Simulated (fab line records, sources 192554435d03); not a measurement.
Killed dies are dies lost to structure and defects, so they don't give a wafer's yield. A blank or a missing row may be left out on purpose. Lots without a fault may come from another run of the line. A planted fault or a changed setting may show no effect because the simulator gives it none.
Which tool did it? | flow n5_finfet | 11 lots, 33 wafers sampled, at 1 step of a route of 1938

WHAT THE GAUGES READ, wafer by wafer
N5_BEOL_M1_OVL_MEAS_29.
lot  | measured     | on         | V0_OVL (nm)
L074 | day 6 20:38  | overlay-01 | -1.0 -1.1 -1.3
L078 | day 7 03:21  | overlay-02 | -0.1 -1.6 -0.8
L080 | day 7 15:37  | overlay-02 | -0.6 -0.9 -0.7
L082 | day 7 23:59  | overlay-01 | 0.0 0.6 0.3
L084 | day 8 09:02  | overlay-02 | 0.2 0.7 -0.7
L086 | day 9 09:19  | overlay-02 | -0.3 -0.2 -0.1
L089 | day 9 22:38  | overlay-01 | 0.6 0.2 -0.8
L091 | day 10 07:14 | overlay-02 | -1.7 -0.1 -1.6
L093 | day 10 20:53 | overlay-01 | 0.0 -0.6 -1.1
L095 | day 11 10:46 | overlay-01 | -0.2 -0.4 0.2
L097 | day 11 23:09 | overlay-02 | -0.2 -1.1 -0.4

WHICH TOOL RAN EACH LOT (tool, then ch and the chambers of the sampled wafers, then the start)
The record holds no process step before these readings.

THE ANSWER, worked out from the rows above alone
Rule: what is usual is taken from the lots themselves. Put in order of their means at a reading, lots are off if they are a third of the lots or fewer, leave a main group of 4 or more, and stand apart from it by a gap of 3 or more times the standard deviation of the main group's means; of several such gaps the widest counts. A main group whose means are all the same, to the digits that the tables above print for the reading, isn't used. A lot without any number at a reading at which 4 lots or more have one is off too. The other lots that the step has rows for count as sound.
No lot is off at any reading shown: from this, nothing can be told.

WHAT THE SIMULATOR HAD PUT IN
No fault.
